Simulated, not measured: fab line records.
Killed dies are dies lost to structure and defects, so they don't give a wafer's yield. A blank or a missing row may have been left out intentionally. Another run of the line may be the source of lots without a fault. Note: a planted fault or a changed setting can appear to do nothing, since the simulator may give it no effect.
Matching of chambers / flow nand-harc / 3 sister chambers for NHARC_A_STAIRCASE_DEP_259 on pecvd-04
The step deposits SiON, target thk 30 nm. 3 wafers are shown with their chamber, then 8 later ones without.

EACH WAFER AND ITS CHAMBER
wafer=L089.4; chamber=2; heater-power-w (W)=746
wafer=L089.6; chamber=1; heater-power-w (W)=749
wafer=L093.1; chamber=0; heater-power-w (W)=947

WAFERS WITHOUT THEIR CHAMBER
wafer=L093.3; heater-power-w (W)=730
wafer=L093.4; heater-power-w (W)=973
wafer=L095.4; heater-power-w (W)=723
wafer=L095.5; heater-power-w (W)=995
wafer=L095.6; heater-power-w (W)=764
wafer=L097.2; heater-power-w (W)=955
wafer=L097.3; heater-power-w (W)=711
wafer=L097.5; heater-power-w (W)=804

EACH ONE'S CHAMBER
wafer=L093.3; from the rows above=can't be placed: 2 or 1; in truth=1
wafer=L093.4; from the rows above=0; in truth=0
wafer=L095.4; from the rows above=can't be placed: 2 or 1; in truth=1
wafer=L095.5; from the rows above=0; in truth=0
wafer=L095.6; from the rows above=can't be placed: 1 or 2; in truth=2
wafer=L097.2; from the rows above=0; in truth=0
wafer=L097.3; from the rows above=can't be placed: 2 or 1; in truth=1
wafer=L097.5; from the rows above=can't be placed: 1 or 2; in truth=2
3 of 8 placed correctly. Cannot be placed on the basis of these rows: 5; the candidates contain the true chamber in 5. Placed wrongly: 0.
How it was worked out, from the rows above alone: a wafer's distance from a chamber is the root of the sum, over the readings, of the square of ((its reading less the chamber's mean) divided by the reading's scatter). The wafer belongs to the nearest chamber; if the next one is less than 2 further off, it can't be placed. For every chamber, the mean is computed from those of its wafers that are shown. The scatter (one wafer shown for each chamber): square how far every hidden wafer sits from the nearest shown wafer, average those squares and take the square root.
